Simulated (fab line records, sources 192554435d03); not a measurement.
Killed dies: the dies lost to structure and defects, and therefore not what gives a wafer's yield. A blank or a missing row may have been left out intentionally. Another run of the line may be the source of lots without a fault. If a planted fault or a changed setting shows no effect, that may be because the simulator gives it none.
Chamber matching	flow n5 finfet	N5_BEOL_M13_DEP_53 on pecvd-01 has 3 sister chambers
The step deposits SiCN from 3MS/NH3, target thk 50 nm, time 17.8 s. 3 wafers are shown with their chamber, then 10 later ones without.

== WAFERS PAIRED WITH THEIR CHAMBERS ==
wafer	chamber	showerhead plenum p Torr (Torr)
L092.1	0	4.165
L092.4	1	4.147
L092.5	2	4.178

== WAFERS WITHOUT THEIR CHAMBER ==
wafer	showerhead plenum p Torr (Torr)
L092.6	4.166
L093.2	4.149
L093.3	4.197
L093.6	4.186
L095.2	4.183
L095.4	4.180
L095.5	4.165
L097.3	4.150
L097.4	4.194
L097.6	4.156

== WHICH CHAMBER EACH WENT THROUGH ==
wafer	from the rows above	in truth
L092.6	can't be placed: 0 or 2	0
L093.2	can't be placed: 1 or 0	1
L093.3	can't be placed: 2 or 0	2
L093.6	can't be placed: 2 or 0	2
L095.2	can't be placed: 2 or 0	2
L095.4	can't be placed: 2 or 0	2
L095.5	can't be placed: 0 or 2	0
L097.3	can't be placed: 1 or 0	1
L097.4	can't be placed: 2 or 0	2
L097.6	can't be placed: 1 or 0 or 2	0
0 of 10 placed correctly. Unplaceable from these rows: 10, with the true chamber sitting among the candidates in 10. Placed wrongly: 0.
How it was worked out, from the rows above alone: a wafer's distance from a chamber is the root of the sum, over the readings, of the square of ((its reading less the chamber's mean) divided by the reading's scatter). If the next closest chamber is less than 2 further off than the closest, the wafer can't be placed; otherwise it belongs to the closest. The mean given for a chamber averages the wafers shown for that chamber. The scatter (one wafer shown for each chamber): square how far every hidden wafer sits from the nearest shown wafer, average those squares and take the square root.
